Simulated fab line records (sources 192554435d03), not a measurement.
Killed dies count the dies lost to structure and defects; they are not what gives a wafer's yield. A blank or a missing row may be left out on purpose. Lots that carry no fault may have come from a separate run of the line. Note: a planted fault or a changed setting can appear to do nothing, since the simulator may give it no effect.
Split-lot study | flow n5 finfet | on a route of 1938 steps: 7 lots, 21 wafers read

== SPLIT DETAILS ==
At N5_BEOL_M9_CMP_52 (polishes, stops on SiCOH lowk, t overpolish 7 s, target thk 140 nm), the setting down force psi was moved away from the recipe's 1 psi on 5 of the 21 wafers read, by +10.9% to +18.8%. All remaining wafers had this setting at the recipe value.

The reading is taken at the split's own step.

== THE READING ==
barrier field endpoint s, in s, at N5_BEOL_M9_CMP_52 (polishes, stops on SiCOH lowk, t overpolish 7 s, target thk 140 nm). Typical for fault-free wafers on this fab line: 29.0 s, with standard deviation 0.61 s.

wafer  | tool, chamber at the split | down force psi as run, psi | against the recipe | barrier field endpoint s, s | against lot-mates on the recipe
L079.3 | cmp-01, 1                  | 1                          | recipe             | 28.2                        | -
L079.1 | cmp-01, 3                  | 1                          | recipe             | 28.6                        | -
L079.5 | cmp-01, 1                  | 1                          | recipe             | 28.5                        | -
L082.2 | cmp-04, 0                  | 1                          | recipe             | 28.5                        | -
L082.4 | cmp-04, 1                  | 1.109                      | +10.9%             | 26.2                        | -2.3
L082.5 | cmp-04, 3                  | 1.109                      | +10.9%             | 26.1                        | -2.4
L087.1 | cmp-03, 3                  | 1                          | recipe             | 29.6                        | -
L087.4 | cmp-03, 0                  | 1.163                      | +16.3%             | 24.4                        | -5.1
L087.3 | cmp-03, 2                  | 1                          | recipe             | 29.3                        | -
L091.3 | cmp-01, 0                  | 1                          | recipe             | 29.2                        | -
L091.4 | cmp-01, 2                  | 1.188                      | +18.8%             | 24.8                        | -4.4
L091.5 | cmp-01, 0                  | 1.188                      | +18.8%             | 24.8                        | -4.4
L093.1 | cmp-04, 3                  | 1                          | recipe             | 29.8                        | -
L093.4 | cmp-04, 0                  | 1                          | recipe             | 29.7                        | -
L093.2 | cmp-04, 1                  | 1                          | recipe             | 29.8                        | -
L094.2 | cmp-01, 2                  | 1                          | recipe             | 29.2                        | -
L094.1 | cmp-01, 3                  | 1                          | recipe             | 28.9                        | -
L094.6 | cmp-01, 0                  | 1                          | recipe             | 29.8                        | -
L096.2 | cmp-03, 0                  | 1                          | recipe             | 28.2                        | -
L096.4 | cmp-03, 2                  | 1                          | recipe             | 28.8                        | -
L096.5 | cmp-03, 0                  | 1                          | recipe             | 29.1                        | -

FIT RESULTS
A straight line over all 21 wafers: barrier field endpoint s changes by -0.247 s for each +1% of down force psi; r = -0.95; the points scatter about the line by 0.55 s.
The same after taking each lot's own level away (the mean of its wafers on the recipe; 21 wafers): -0.248 s for each +1%; r = -0.98; scatter 0.35 s.
The reading moves by 4.7 s for the largest change in down force psi, on that fit.
The lots' own levels span 28.43 to 29.77 s, that is 2.2 times the standard deviation above.
Hence the lot-to-lot level has little effect on the slope; both slopes agree.
Check: for one of the wafers moved furthest among these (+18.8%), held out of the fit, the line's prediction against its lot-mates is -4.75 s. It came out at -4.4 s against them.
Tool readings at the split's step, against how far the setting was moved: barrier field endpoint s r = -0.95.

== THE OTHER SPLITS THESE WAFERS WENT THROUGH ==
Note: prior to the reading, these wafers also went through further splits. Each is held against what the fit with the lots' levels taken away leaves over:
other split on the same wafers | wafers away from the commonest value | r with barrier field endpoint s (lot level and that fit taken away)
N5_BEOL_M9_COAT_60 spin rpm    | 5                                    | +0.13
N5_BEOL_M9_ETCH_62 source w    | 4                                    | +0.31

== FILE'S OWN FIT ==
barrier field endpoint s changes by -0.258 s for each +1% of down force psi, r = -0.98.
